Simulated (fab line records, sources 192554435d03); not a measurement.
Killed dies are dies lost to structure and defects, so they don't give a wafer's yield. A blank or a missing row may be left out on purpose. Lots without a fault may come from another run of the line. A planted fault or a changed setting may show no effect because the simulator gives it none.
Split-lot experiment | flow n5_finfet | 7 lots, 21 wafers read, on a route of 1938 steps

THE SPLIT
At N5_BEOL_M8_ETCH_61 (etches SiARC in CF4, target depth 45.5 nm, time 75.8 s), the setting bias_w was moved away from the recipe's 36 W on 7 of the 21 wafers read, by -15.8% to +10.0%. The other wafers ran this setting at the recipe's value.

The reading is taken at the split's own step.

THE READING
rf_vpp_V, in V, at N5_BEOL_M8_ETCH_61 (etches SiARC in CF4, target depth 45.5 nm, time 75.8 s). Fault-free wafers of this fab line usually give 184.3 V, standard deviation 1.2 V.

wafer  | tool, chamber at the split | bias_w as run, W | against the recipe | rf_vpp_V, V | against lot-mates on the recipe
L075.1 | rie_diel-03, 0             | 34.23            | -4.9%              | 178.8       | -5.4
L075.3 | rie_diel-03, 3             | 34.23            | -4.9%              | 177.4       | -6.8
L075.6 | rie_diel-03, 3             | 36               | recipe             | 184.2       | -
L077.1 | rie_diel-03, 3             | 36               | recipe             | 183.6       | -
L077.2 | rie_diel-03, 1             | 36               | recipe             | 183.2       | -
L077.5 | rie_diel-03, 2             | 36               | recipe             | 184.8       | -
L078.2 | rie_diel-05, 1             | 30.3             | -15.8%             | 165.6       | -19.3
L078.3 | rie_diel-05, 2             | 36               | recipe             | 184.1       | -
L078.4 | rie_diel-05, 0             | 36               | recipe             | 185.8       | -
L081.2 | rie_diel-05, 0             | 39.59            | +10.0%             | 196.6       | +13.0
L081.3 | rie_diel-05, 3             | 36               | recipe             | 183.1       | -
L081.5 | rie_diel-05, 1             | 36               | recipe             | 184.1       | -
L090.4 | rie_diel-03, 3             | 36               | recipe             | 183.7       | -
L090.5 | rie_diel-03, 0             | 36               | recipe             | 185.4       | -
L090.6 | rie_diel-03, 1             | 36               | recipe             | 183.1       | -
L091.2 | rie_diel-04, 2             | 36               | recipe             | 183.6       | -
L091.5 | rie_diel-04, 1             | 36               | recipe             | 183.8       | -
L091.6 | rie_diel-04, 0             | 36               | recipe             | 184.3       | -
L092.2 | rie_diel-04, 2             | 31.98            | -11.2%             | 171.5       | no lot-mate on the recipe
L092.3 | rie_diel-04, 1             | 31.98            | -11.2%             | 171.1       | no lot-mate on the recipe
L092.6 | rie_diel-04, 3             | 31.98            | -11.2%             | 169.1       | no lot-mate on the recipe

THE FIT
A straight line over all 21 wafers: rf_vpp_V changes by +1.2 V for each +1% of bias_w; r = +0.99; the points scatter about the line by 0.84 V.
The same after taking each lot's own level away (the mean of its wafers on the recipe; 18 wafers): +1.25 V for each +1%; r = +0.99; scatter 0.7 V.
On that fit, the largest move of bias_w shifts the reading by 20 V.
The lots' own levels span 183.60 to 184.95 V, that is 1.1 times the standard deviation above.
So the lot-to-lot level changes the slope little: the two slopes agree.
Check: with one of the wafers moved furthest among these (-15.8%) left out of the fit, the line predicts -20.3 V for it against its lot-mates. It came out at -19.3 V against them.
Tool readings at the split's step, against how far the setting was moved: rf_vpp_V r = +0.99.

OTHER SPLITS ON THESE WAFERS
These wafers also went through other splits before the reading. Each is held against what the fit with the lots' levels taken away leaves over:
other split on the same wafers   | wafers away from the commonest value | r with rf_vpp_V (lot level and that fit taken away)
N5_BEOL_M4_TRENCH_ETCH_37 bias_w | 9                                    | +0.07
N5_BEOL_M5_COAT_59 spin_rpm      | 6                                    | -0.07
N5_BEOL_M5_COAT_05 spin_rpm      | 9                                    | -0.28
N5_BEOL_M5_DEP_56 time_s         | 4                                    | +0.25
N5_BEOL_M7_COAT_22 spin_rpm      | 9                                    | -0.13
N5_BEOL_M8_EXPOSE_08 dose_mj     | 8                                    | +0.22

THE FILE'S OWN FIT
rf_vpp_V changes by +1.24 V for each +1% of bias_w, r = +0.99.
